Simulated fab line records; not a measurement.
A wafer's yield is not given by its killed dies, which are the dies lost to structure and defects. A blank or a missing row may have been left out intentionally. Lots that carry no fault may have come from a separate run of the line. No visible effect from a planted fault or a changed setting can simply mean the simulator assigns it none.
Struck lot and sound lot, side by side | flow nand_harc | 22 out of 1302 route steps
Sound: wafers L211.2, L211.4, L211.6. Struck: wafers L224.1, L224.3, L224.6. The cause is named last.
For every step that has rows: the tool of each side, followed by ch and its chambers, followed by its first start. Under that, the readings that differ: sound wafers | struck wafers | difference of the means | sigmas: that difference in standard deviations of wafers without a fault.
alike: readings whose means differ by less than 2 such deviations, and words and numbers that are the same on both sides. not compared: withheld readings, readings that some wafer has no value for, bounds like >300 that may hide the same value, and numbers for which the record gives no deviation and whose values overlap.
Wherever a step has rows on one side only, a row that says differs or no value, or a row with sigmas, the two part there. When numbers do not overlap yet have no deviation, they are printed without sigmas and do not part them. A reading that every wafer of one side lacks parts them only if that side has two wafers or more.

first, 5 steps without rows for these wafers: NHARC_P_GATE_STRIP_15 (strips in SPM, time 780 s); NHARC_P_GATE_PRECLEAN_71 (cleans in SC1); NHARC_P_GATE_SRD_72; NHARC_P_GATE_OXIDE_16 (material SiO2, target thk 3 nm, ox time 392 s); NHARC_P_GATE_CVD_17 (deposits poly-Si, target thk 150 nm, time 900 s).
NHARC_P_GATE_HM_DEP_102: deposits aC, target thk 120 nm.
  sound on acl_dep-01 ch 0, day 7 16:14; struck on acl_dep-01 ch 0, day 13 07:40
  alike: throttle_valve_pct
NHARC_P_GATE_DEP_103: deposits SiON, target thk 30 nm.
  sound on pecvd-01 ch 1,2, day 7 16:48; struck on pecvd-01 ch 0,2, day 13 08:19
  alike: heater_power_w
then, 5 steps without rows for these wafers: NHARC_P_GATE_DEHYDRATE_18 (time 120 s); NHARC_P_GATE_HMDS_19 (time 30 s); NHARC_P_GATE_COAT_20 (resist thk 90 nm); NHARC_P_GATE_SOFTBAKE_21 (time 55 s); NHARC_P_GATE_EBR_22.
NHARC_P_GATE_EXPOSE_23: exposes mask P GATE, target cd 120 nm.
  sound on arfi_scanner-02 ch 0, day 7 17:21; struck on arfi_scanner-01 ch 0, day 13 08:44
  reading              | sound             | struck            | difference | sigmas
  exposure_dose_mJ_cm2 | 93.88 93.81 93.74 | 90.58 90.85 90.77 | -3.08      | -32
  alike: mask
then, 2 steps without rows for these wafers: NHARC_P_GATE_PEB_24 (peb time 65 s); NHARC_P_GATE_DEVELOP_25 (develop time 35 s).
NHARC_P_GATE_CD_MEAS_26 targets a cd of 120 nm.
  sound on cd_sem-03 ch 0, day 7 17:29; struck on cd_sem-01 ch 0, day 13 08:53
  reading    | sound             | struck            | difference | sigmas
  cd_nm (nm) | 120.0 119.1 120.0 | 122.8 122.9 122.6 | +3.1       | +4
NHARC_P_GATE_OVL_MEAS_27:
  sound on overlay-01 at day 7 17:34; struck on overlay-01 at day 13 08:58
  alike: overlay_x_nm, overlay_y_nm
NHARC_P_GATE_INSPECT_28:
  sound on defect_inspect-01 at day 7 17:37; struck on defect_inspect-02 at day 13 09:00
  alike: raw_defect_count
NHARC_P_GATE_DESCUM_31: chemistry O2, time 3 s.
  sound on rie_diel-06 ch 0,2, day 7 17:41; struck on rie_diel-11 ch 1,2,3, day 13 09:04
  reading                 | sound             | struck            | difference | sigmas
  model.P_GATE.cd_nm (nm) | 120.4 119.1 120.1 | 122.5 123.4 123.4 | +3.2       |
  alike: drypump_motor_current_A, mfc_ar_sccm, oes_product_au, rf_vpp_V, showerhead_plenum_p_Torr, throttle_valve_pct
  not compared: rf_hours_counter_h
NHARC_P_GATE_ETCH_104: etches the open film in CF4/CHF3, target depth 60 nm.
  sound on rie_diel-06 ch 0,2, day 7 17:46; struck on rie_diel-11 ch 0,1,2, day 13 09:09
  reading                 | sound                | struck               | difference | sigmas
  throttle_valve_pct (%)  | 16.793 16.801 16.786 | 16.827 16.803 16.805 | +0.018     | +2
  model.P_GATE.cd_nm (nm) | 120.7 119.2 120.5    | 122.3 123.4 123.8    | +3.0       |
  alike: drypump_motor_current_A, mfc_ar_sccm, oes_product_au, rf_vpp_V, showerhead_plenum_p_Torr
NHARC_P_GATE_HM_OPEN_105: chemistry O2/COS, target depth 360 nm.
  sound: rie_diel-06 ch 0,2,3; struck: rie_diel-11 ch 0,3
  alike: drypump_motor_current_A, mfc_ar_sccm, oes_product_au, rf_vpp_V, showerhead_plenum_p_Torr, throttle_valve_pct
  not compared: rf_hours_counter_h
NHARC_END_SORT_01:
  the record has rows for the sound wafers here (prober-01 ch 0, day 26 07:25) and none for the struck ones

WHERE THEY PART
Last at NHARC_END_SORT_01 as far as this record goes, first at NHARC_P_GATE_EXPOSE_23.

WHY: what the simulator had put in
Process parameters drifting: arfi_scanner-01 at NHARC_P_GATE_EXPOSE_23, beginning at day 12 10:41. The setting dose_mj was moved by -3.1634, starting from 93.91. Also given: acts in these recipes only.
